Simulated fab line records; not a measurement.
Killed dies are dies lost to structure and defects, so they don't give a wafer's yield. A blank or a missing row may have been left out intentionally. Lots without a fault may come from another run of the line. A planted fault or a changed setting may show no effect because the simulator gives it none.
Chamber matching    flow nand harc    4 sister chambers for NHARC_A_STAIRCASE_DESCUM_168 on rie diel-11
The step chemistry O2, time 3 s. 16 wafers are shown with their chamber, then 8 later ones without.

## WAFERS, EACH WITH ITS CHAMBER
wafer   chamber  drypump motor current A (A)  showerhead plenum p Torr (Torr)  oes product au (a.u.)
L076.4  1        5.3                          1.82                             1.001
L076.5  1        5.3                          1.82                             1.010
L076.6  0        6.0                          1.92                             1.012
L075.1  0        6.0                          1.91                             1.009
L075.2  2        6.0                          1.98                             1.005
L075.6  0        6.0                          1.91                             1.010
L078.2  3        5.0                          1.90                             0.991
L078.4  0        6.0                          1.91                             1.010
L078.5  2        6.0                          1.98                             0.995
L079.4  0        6.0                          1.91                             1.014
L079.5  2        6.0                          1.98                             1.012
L079.6  3        5.0                          1.89                             0.995
L082.1  2        6.0                          1.97                             1.004
L082.2  1        5.2                          1.81                             1.000
L082.4  0        6.0                          1.91                             1.016
L081.1  3        5.0                          1.89                             0.986

SIGNATURES (means of the wafers above)
reading                   chamber 0  chamber 1  chamber 2  chamber 3  scatter within a chamber
drypump motor current A   6.000      5.267      6.000      5.000      0.0236
showerhead plenum p Torr  1.9117     1.8167     1.9775     1.8933     0.00493
oes product au            1.01183    1.00367    1.00400    0.99067    0.00487
Rule: a wafer lies at a distance from a chamber equal to the root of the sum of squares, over the readings, of (its reading less the chamber's mean, divided by the reading's scatter). The wafer belongs to the nearest chamber; if the next one is less than 2 further off, it can't be placed. The scatter: the root of (the sum of the squares of (reading less its chamber's mean) over the shown wafers, divided by (wafers less chambers)).

## WAFERS WITH NO CHAMBER GIVEN
wafer   drypump motor current A (A)  showerhead plenum p Torr (Torr)  oes product au (a.u.)
L081.3  5.3                          1.81                             1.003
L081.6  6.0                          1.97                             0.996
L086.3  5.0                          1.89                             0.998
L086.4  6.0                          1.91                             1.006
L086.5  6.0                          1.91                             1.000
L090.1  5.0                          1.89                             1.001
L090.5  5.3                          1.81                             1.002
L090.6  6.0                          1.97                             0.984

## THE CHAMBER EACH PASSED THROUGH
wafer   from the rows above  in truth
L081.3  1                    1
L081.6  2                    2
L086.3  3                    3
L086.4  0                    0
L086.5  0                    0
L090.1  3                    3
L090.5  1                    1
L090.6  2                    2
Placed correctly: 8 of 8. From these rows, 0 cannot be placed. Wrongly placed: 0.
